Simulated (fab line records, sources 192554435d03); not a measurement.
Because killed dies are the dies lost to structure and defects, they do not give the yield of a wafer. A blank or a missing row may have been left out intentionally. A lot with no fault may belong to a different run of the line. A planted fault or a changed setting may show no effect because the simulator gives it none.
Split-lot trial + flow n5-finfet + route with 1938 steps; 7 lots, 39 wafers read

== THE SPLIT ==
At N5_BEOL_M12_ETCH_68 (etches SOC in N2/H2, time 285 s), the setting time-s was moved away from the recipe's 285 s on 15 of the 39 wafers read, by -40.5% to +51.2%. The other wafers ran this setting at the recipe's value.

The reading comes from the split's own step.

== THE READING ==
SiARC_of_BEOL_M12_COAT_66.thk-nm (the simulator's own value, which no gauge read), in nm, at N5_BEOL_M12_ETCH_68 (etches SOC in N2/H2, time 285 s). No usual value for it is given in the file. Across the 24 wafers here that went through the recipe, the average is 85.9 nm and the standard deviation 0.6 nm.

| wafer  | tool, chamber at the split | time-s as run, s | against the recipe | SiARC_of_BEOL_M12_COAT_66.thk-nm, nm | against lot-mates on the recipe |
|--------|----------------------------|------------------|--------------------|--------------------------------------|---------------------------------|
| L074.1 | rie-diel-05, 2,0           | 401.3            | +40.8%             | 77.4                                 | -9.5                            |
| L074.4 | rie-diel-05, 2,0           | 401.3            | +40.8%             | 77.4                                 | -9.5                            |
| L074.2 | rie-diel-05, 3             | 401.3            | +40.8%             | 76                                   | -10.9                           |
| L074.3 | rie-diel-05, 1             | 285              | recipe             | 86.8                                 | -                               |
| L074.5 | rie-diel-05, 0             | 285              | recipe             | 87.2                                 | -                               |
| L074.6 | rie-diel-05, 1             | 285              | recipe             | 86.6                                 | -                               |
| L078.1 | rie-diel-05, 3             | 169.6            | -40.5%             | 95.6                                 | +9.9                            |
| L078.2 | rie-diel-05, 1             | 285              | recipe             | 85.8                                 | -                               |
| L078.5 | rie-diel-05, 1             | 285              | recipe             | 85.8                                 | -                               |
| L078.3 | rie-diel-05, 2             | 169.6            | -40.5%             | 96.2                                 | +10.5                           |
| L078.4 | rie-diel-05, 3             | 285              | recipe             | 85.6                                 | -                               |
| L078.6 | rie-diel-05, 2             | 169.6            | -40.5%             | 95.8                                 | +10.1                           |
| L080.1 | rie-diel-02, 0             | 285              | recipe             | 85.4                                 | -                               |
| L080.2 | rie-diel-02, 3             | 285              | recipe             | 85.2                                 | -                               |
| L080.3 | rie-diel-02, 1             | 285              | recipe             | 85.6                                 | -                               |
| L080.4 | rie-diel-02, 2             | 331.9            | +16.5%             | 81.6                                 | -3.8                            |
| L080.5 | rie-diel-02, 0             | 331.9            | +16.5%             | 81.2                                 | -4.2                            |
| L080.6 | rie-diel-02, 1             | 331.9            | +16.5%             | 81.8                                 | -3.6                            |
| L081.2 | rie-diel-05, 3             | 285              | recipe             | 85.8                                 | -                               |
| L081.5 | rie-diel-05, 2             | 285              | recipe             | 86.4                                 | -                               |
| L081.6 | rie-diel-05, 1             | 285              | recipe             | 86.6                                 | -                               |
| L084.1 | rie-diel-01, 0             | 285              | recipe             | 86.2                                 | -                               |
| L084.2 | rie-diel-01, 1             | 285              | recipe             | 85.4                                 | -                               |
| L084.3 | rie-diel-01, 2             | 430.8            | +51.2%             | 74                                   | -11.8                           |
| L084.4 | rie-diel-01, 1             | 430.8            | +51.2%             | 73.4                                 | -12.4                           |
| L084.5 | rie-diel-01, 2             | 430.8            | +51.2%             | 73.8                                 | -12.0                           |
| L084.6 | rie-diel-01, 0             | 285              | recipe             | 85.8                                 | -                               |
| L088.1 | rie-diel-05, 3             | 338.1            | +18.6%             | 80.8                                 | -4.3                            |
| L088.6 | rie-diel-05, 3             | 338.1            | +18.6%             | 80.8                                 | -4.3                            |
| L088.2 | rie-diel-05, 0             | 285              | recipe             | 84.8                                 | -                               |
| L088.5 | rie-diel-05, 0             | 285              | recipe             | 84.8                                 | -                               |
| L088.3 | rie-diel-05, 2             | 285              | recipe             | 85.8                                 | -                               |
| L088.4 | rie-diel-05, 1             | 338.1            | +18.6%             | 81.4                                 | -3.7                            |
| L090.1 | rie-diel-05, 0             | 285              | recipe             | 85.6                                 | -                               |
| L090.2 | rie-diel-05, 3             | 285              | recipe             | 85.8                                 | -                               |
| L090.3 | rie-diel-05, 1,2           | 285              | recipe             | 86.6                                 | -                               |
| L090.4 | rie-diel-05, 1,2           | 285              | recipe             | 86.6                                 | -                               |
| L090.5 | rie-diel-05, 2,1           | 285              | recipe             | 86.2                                 | -                               |
| L090.6 | rie-diel-05, 2,1           | 285              | recipe             | 86.2                                 | -                               |
If several chambers appear in one row, that row covers several wafers at once and the file leaves open which wafer was in which chamber.

THE FIT
A straight line over all 39 wafers: SiARC_of_BEOL_M12_COAT_66.thk-nm changes by -0.238 nm for each +1% of time-s; r = -0.99; the points scatter about the line by 0.62 nm.
The same after taking each lot's own level away (the mean of its wafers on the recipe; 39 wafers): -0.242 nm for each +1%; r = -1.00; scatter 0.38 nm.
The reading moves by 12 nm for the largest change in time-s, on that fit.
The span of the lots' own levels, 85.13 to 86.87 nm, comes to 2.9 times the standard deviation stated above.
So the lot-to-lot level changes the slope little: the two slopes agree.
Check: for one of the wafers moved furthest among these (+51.2%), held out of the fit, the line's prediction against its lot-mates is -12.4 nm. It came out at -11.8 nm against them.

== OTHER SPLITS ON THESE WAFERS ==
Before the reading, these wafers also passed through other splits. Each is held against what the fit with the lots' levels taken away leaves over:
| other split on the same wafers | wafers away from the commonest value | r with SiARC_of_BEOL_M12_COAT_66.thk-nm (lot level and that fit taken away) |
|--------------------------------|--------------------------------------|-----------------------------------------------------------------------------|
| N5_BEOL_M11_ETCH_62 time-s     | 15                                   | -0.13                                                                       |

== THE FILE'S OWN FIT ==
SiARC_of_BEOL_M12_COAT_66.thk-nm changes by -0.241 nm for each +1% of time-s, r = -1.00.
